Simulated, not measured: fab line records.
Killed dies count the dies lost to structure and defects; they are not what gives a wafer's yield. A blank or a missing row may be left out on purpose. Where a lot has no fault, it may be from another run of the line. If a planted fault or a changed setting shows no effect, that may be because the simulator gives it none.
Matching of chambers + flow n5-finfet + 4 sister chambers for N5_FIN_SAQP_ETCH_67 on rie-diel-02
The step etches SiNx in CH3F/O2, target depth 30 nm. 8 wafers are shown with their chamber, then 10 later ones without.

WAFERS, EACH WITH ITS CHAMBER
| wafer  | chamber | showerhead-plenum-p-Torr (Torr) | drypump-motor-current-A (A) |
|--------|---------|---------------------------------|-----------------------------|
| L078.1 | 3       | 2.02                            | 5.6                         |
| L080.4 | 0       | 1.90                            | 5.3                         |
| L080.5 | 1       | 2.09                            | 6.3                         |
| L082.2 | 0       | 1.90                            | 5.3                         |
| L082.3 | 2       | 2.08                            | 5.2                         |
| L082.6 | 2       | 2.08                            | 5.2                         |
| L084.1 | 3       | 2.02                            | 5.6                         |
| L084.3 | 1       | 2.08                            | 6.2                         |

WAFERS WITH NO CHAMBER GIVEN
| wafer  | showerhead-plenum-p-Torr (Torr) | drypump-motor-current-A (A) |
|--------|---------------------------------|-----------------------------|
| L084.4 | 2.08                            | 6.2                         |
| L087.1 | 1.90                            | 5.3                         |
| L087.4 | 2.07                            | 5.2                         |
| L087.5 | 2.08                            | 6.2                         |
| L089.1 | 2.02                            | 5.6                         |
| L089.4 | 1.90                            | 5.3                         |
| L089.5 | 2.02                            | 5.6                         |
| L092.2 | 2.01                            | 5.6                         |
| L092.3 | 2.07                            | 5.2                         |
| L092.4 | 2.08                            | 6.2                         |

WHICH CHAMBER EACH ONE RAN IN
| wafer  | from the rows above | in truth |
|--------|---------------------|----------|
| L084.4 | 1                   | 1        |
| L087.1 | 0                   | 0        |
| L087.4 | 2                   | 2        |
| L087.5 | 1                   | 1        |
| L089.1 | 3                   | 3        |
| L089.4 | 0                   | 0        |
| L089.5 | 3                   | 3        |
| L092.2 | 3                   | 3        |
| L092.3 | 2                   | 2        |
| L092.4 | 1                   | 1        |
10 of 10 placed correctly. Number that these rows cannot place: 0. 0 placed wrongly.
How it was worked out, from the rows above alone: a wafer's distance from a chamber is the root of the sum, over the readings, of the square of ((its reading less the chamber's mean) divided by the reading's scatter). If the next closest chamber is less than 2 further off than the closest, the wafer can't be placed; otherwise it belongs to the closest. Each chamber's mean is taken over the wafers shown for it. How the scatter is found: for the shown wafers, subtract from each reading the mean of its chamber, square and add these, divide the total by (wafers less chambers), then take the root.
